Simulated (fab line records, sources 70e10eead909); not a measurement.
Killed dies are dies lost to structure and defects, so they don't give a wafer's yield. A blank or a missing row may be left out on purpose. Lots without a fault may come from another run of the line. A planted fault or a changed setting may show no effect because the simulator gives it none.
Chamber matching | flow nand_harc | NHARC_A_STAIRCASE_DEP_325 on pecvd-02: 3 sister chambers
The step deposits SiO2, target thk 7200 nm. 16 wafers are shown with their chamber, then 8 later ones without.

WAFERS WITH THEIR CHAMBER
wafer  | chamber | heater_power_w (W) | heater_power_outer_w (W) | mfc_precursor_sccm (sccm)
L078.2 | 0       | 954                | 580                      | 200.3
L078.3 | 1       | 564                | 314                      | 200.1
L078.5 | 1       | 465                | 243                      | 200.7
L076.1 | 1       | 574                | 333                      | 199.8
L076.2 | 2       | 836                | 478                      | 200.7
L076.3 | 0       | 935                | 576                      | 200.3
L082.1 | 1       | 536                | 303                      | 199.8
L082.4 | 0       | 793                | 459                      | 199.8
L082.6 | 1       | 451                | 242                      | 199.5
L084.1 | 2       | 850                | 459                      | 199.9
L084.4 | 0       | 774                | 459                      | 199.0
L084.5 | 1       | 453                | 238                      | 199.8
L087.2 | 0       | 903                | 541                      | 199.2
L087.3 | 1       | 560                | 324                      | 199.7
L087.4 | 1       | 455                | 245                      | 200.1
L089.1 | 0       | 814                | 511                      | 199.3

SIGNATURES (means of the wafers above)
reading              | chamber 0 | chamber 1 | chamber 2 | scatter within a chamber
heater_power_w       | 862.17    | 507.25    | 843.00    | 63.4
heater_power_outer_w | 521.00    | 280.25    | 468.50    | 45.7
mfc_precursor_sccm   | 199.650   | 199.938   | 200.300   | 0.47
Rule: a wafer's distance from a chamber is the root of the sum, over the readings, of the square of ((its reading less the chamber's mean) divided by the reading's scatter). The wafer belongs to the nearest chamber; if the next one is less than 2 further off, it can't be placed. The scatter: the root of (the sum of the squares of (reading less its chamber's mean) over the shown wafers, divided by (wafers less chambers)).

WAFERS WITHOUT THEIR CHAMBER
wafer  | heater_power_w (W) | heater_power_outer_w (W) | mfc_precursor_sccm (sccm)
L089.3 | 540                | 316                      | 199.9
L089.4 | 466                | 245                      | 200.4
L095.1 | 843                | 534                      | 199.3
L095.4 | 763                | 443                      | 199.7
L095.5 | 626                | 322                      | 199.0
L096.1 | 609                | 344                      | 200.2
L096.5 | 762                | 441                      | 200.7
L096.6 | 472                | 256                      | 200.1

WHICH CHAMBER EACH WENT THROUGH
wafer  | from the rows above     | in truth
L089.3 | 1                       | 1
L089.4 | 1                       | 1
L095.1 | can't be placed: 0 or 2 | 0
L095.4 | can't be placed: 2 or 0 | 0
L095.5 | 1                       | 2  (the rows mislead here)
L096.1 | 1                       | 1
L096.5 | can't be placed: 2 or 0 | 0
L096.6 | 1                       | 1
Placed correctly: 4 of 8. Can't be placed from these rows: 3 (the true chamber is among the candidates in 3). Placed wrongly: 1.
